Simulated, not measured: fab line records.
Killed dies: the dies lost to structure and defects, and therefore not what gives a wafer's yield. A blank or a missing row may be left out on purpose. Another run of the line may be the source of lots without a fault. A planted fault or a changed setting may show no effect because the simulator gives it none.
Which tool is to blame? | flow nand_harc | 15 lots, 43 wafers sampled, at 4 steps of a route of 1302

WHAT EACH GAUGE READ, for each wafer
NHARC_A_ONON_D2_THK_MEAS_27: measures by ellipsometry.
lot  | measured     | on            | thk_nm (nm)
L849 | day 12 21:28 | film_metro-02 | 1005 1008 1006
L850 | day 13 04:26 | film_metro-02 | 992 993 994
L851 | day 13 20:18 | film_metro-01 | 1001 1001 1001
L855 | day 15 06:15 | film_metro-02 | 982 986 983
L858 | day 16 07:46 | film_metro-02 | 999 1000 999
L859 | day 16 17:39 | film_metro-01 | 993 993 995
L860 | day 17 12:05 | film_metro-01 | 1008 1007 1004
L863 | day 18 18:05 | film_metro-01 | 990 989 990
L864 | day 18 18:07 | film_metro-02 | 996 995 996
L867 | day 20 11:31 | film_metro-01 | 1004 923
L868 | day 20 21:47 | film_metro-02 | 1002 999 1002
L869 | day 21 13:00 | film_metro-02 | 1001 915 918
L870 | day 21 16:41 | film_metro-02 | 1007 1006 1008
L871 | day 21 16:40 | film_metro-01 | 913 994
L872 | day 23 03:07 | film_metro-01 | 1008 1010 1007

NHARC_A_ONON_D2_THK_MEAS_34: measures by ellipsometry.
lot  | measured     | on            | thk_nm (nm)
L849 | day 12 22:30 | film_metro-01 | 196.4 201.3 198.0
L850 | day 13 05:28 | film_metro-01 | 201.3 203.2 206.2
L851 | day 13 21:20 | film_metro-02 | 195.6 203.1 203.9
L855 | day 15 07:17 | film_metro-01 | 201.7 202.5 203.0
L858 | day 16 08:48 | film_metro-02 | 196.9 198.4 200.4
L859 | day 16 18:42 | film_metro-01 | 194.5 197.1 197.6
L860 | day 17 13:08 | film_metro-01 | 193.8 193.7 192.3
L863 | day 18 19:07 | film_metro-02 | 199.3 200.4 202.6
L864 | day 18 19:09 | film_metro-02 | 196.6 197.3 199.3
L867 | day 20 12:34 | film_metro-01 | 196.5 198.1
L868 | day 20 22:58 | film_metro-01 | 200.8 203.7 202.8
L869 | day 21 14:02 | film_metro-01 | 198.2 203.0 200.5
L870 | day 21 17:43 | film_metro-02 | 199.1 200.8 204.6
L871 | day 21 17:42 | film_metro-01 | 201.4 200.7
L872 | day 23 04:08 | film_metro-02 | 198.0 200.7 197.8

WHICH TOOL RAN EACH LOT (tool, then ch and the chambers of the sampled wafers, then the start)
lot  | NHARC_A_CHANNEL_FILL_D1_CMP_10 | NHARC_A_ONON_D2_DEP_25
L849 | cmp-01 ch 1,3, day 10 21:08    | pecvd_onon-04 ch 0, day 12 20:57
L850 | cmp-04 ch 0,1, day 11 03:48    | pecvd_onon-04 ch 0, day 13 04:02
L851 | cmp-04 ch 0,2,3, day 11 18:56  | pecvd_onon-04 ch 0, day 13 19:55
L855 | cmp-02 ch 1,2,3, day 13 07:59  | pecvd_onon-04 ch 0, day 15 05:45
L858 | cmp-01 ch 0,2,3, day 14 09:19  | pecvd_onon-03 ch 0, day 16 07:16
L859 | cmp-01 ch 0,2,3, day 14 17:40  | pecvd_onon-03 ch 0, day 16 17:12
L860 | cmp-02 ch 0,1,3, day 15 06:13  | pecvd_onon-01 ch 0, day 17 11:35
L863 | cmp-04 ch 0,1, day 16 18:01    | pecvd_onon-03 ch 0, day 18 17:38
L864 | cmp-02 ch 1,3, day 16 18:02    | pecvd_onon-04 ch 0, day 18 17:40
L867 | cmp-02 ch 0,3, day 18 09:48    | pecvd_onon-03 ch 0, day 20 11:01
L868 | cmp-01 ch 0,2, day 18 16:37    | pecvd_onon-04 ch 0, day 20 21:17
L869 | cmp-01 ch 0,1,2, day 19 07:42  | pecvd_onon-03 ch 0, day 21 12:29
L870 | cmp-02 ch 0,1,3, day 19 15:51  | pecvd_onon-01 ch 0, day 21 16:10
L871 | cmp-02 ch 1,2, day 19 18:32    | pecvd_onon-03 ch 0, day 21 16:20
L872 | cmp-02 ch 0,1,2, day 21 03:01  | pecvd_onon-01 ch 0, day 23 02:36
- NHARC_A_CHANNEL_FILL_D1_CMP_10: polishes, target thk 150 nm.
- NHARC_A_ONON_D2_DEP_25: target thk 1000 nm.

WHAT THE TOOLS THEMSELVES READ (means of the sampled wafers that have a number; where no wafer has one, the mark that the record gives instead)
NHARC_A_CHANNEL_FILL_D1_CMP_10.
lot  | tool   | motor_current_A (A) | slurry_filter_dp_kPa (kPa) | slurry_flow_ml_min | time_to_endpoint_s (s)
L849 | cmp-01 | 11.7                | 13.48                      | 150.0              | 13.5
L850 | cmp-04 | 10.3                | 13.43                      | 150.2              | 12.4
L851 | cmp-04 | 11.9                | 13.50                      | 149.5              | 13.3
L855 | cmp-02 | 11.6                | 13.49                      | 150.1              | 17.4
L858 | cmp-01 | 13.0                | 13.46                      | 149.6              | 14.1
L859 | cmp-01 | 13.6                | 13.45                      | 150.1              | 10.0
L860 | cmp-02 | 11.1                | 13.48                      | 149.9              | 17.6
L863 | cmp-04 | 10.1                | 13.53                      | 149.8              | 16.3
L864 | cmp-02 | 10.2                | 13.58                      | 150.0              | 15.3
L867 | cmp-02 | 11.4                | 13.46                      | 149.8              | 15.8
L868 | cmp-01 | 13.7                | 13.40                      | 150.2              | 16.8
L869 | cmp-01 | 12.6                | 13.59                      | 150.0              | 17.1
L870 | cmp-02 | 11.2                | 13.46                      | 149.7              | 15.4
L871 | cmp-02 | 11.8                | 13.27                      | 149.3              | 17.1
L872 | cmp-02 | 12.1                | 13.61                      | 149.7              | 14.6

THE ANSWER, worked out from the rows above alone
Rule: what is usual is taken from the lots themselves. The widest of any qualifying gaps counts: lots, ordered by their means at a reading, are off when they make up no more than a third of the lots, leave a main group of 4 or more, and stand apart from it by 3 or more times the standard deviation of that group's means. Not used: any main group whose means are identical at the precision the tables above print for the reading. A lot without any number at a reading at which 4 lots or more have one is off too. Any other lot the step has rows for is counted as sound. Order of review: gauges by route order, followed by the tools' own readings, for which a lot's mean as printed above is used. The first step at which some lot is off is used, and at that step the reading that is off furthest; a lot without a number counts as furthest.
None of the lots is off at any reading shown; this tells nothing.

WHAT THE SIMULATOR PUT IN
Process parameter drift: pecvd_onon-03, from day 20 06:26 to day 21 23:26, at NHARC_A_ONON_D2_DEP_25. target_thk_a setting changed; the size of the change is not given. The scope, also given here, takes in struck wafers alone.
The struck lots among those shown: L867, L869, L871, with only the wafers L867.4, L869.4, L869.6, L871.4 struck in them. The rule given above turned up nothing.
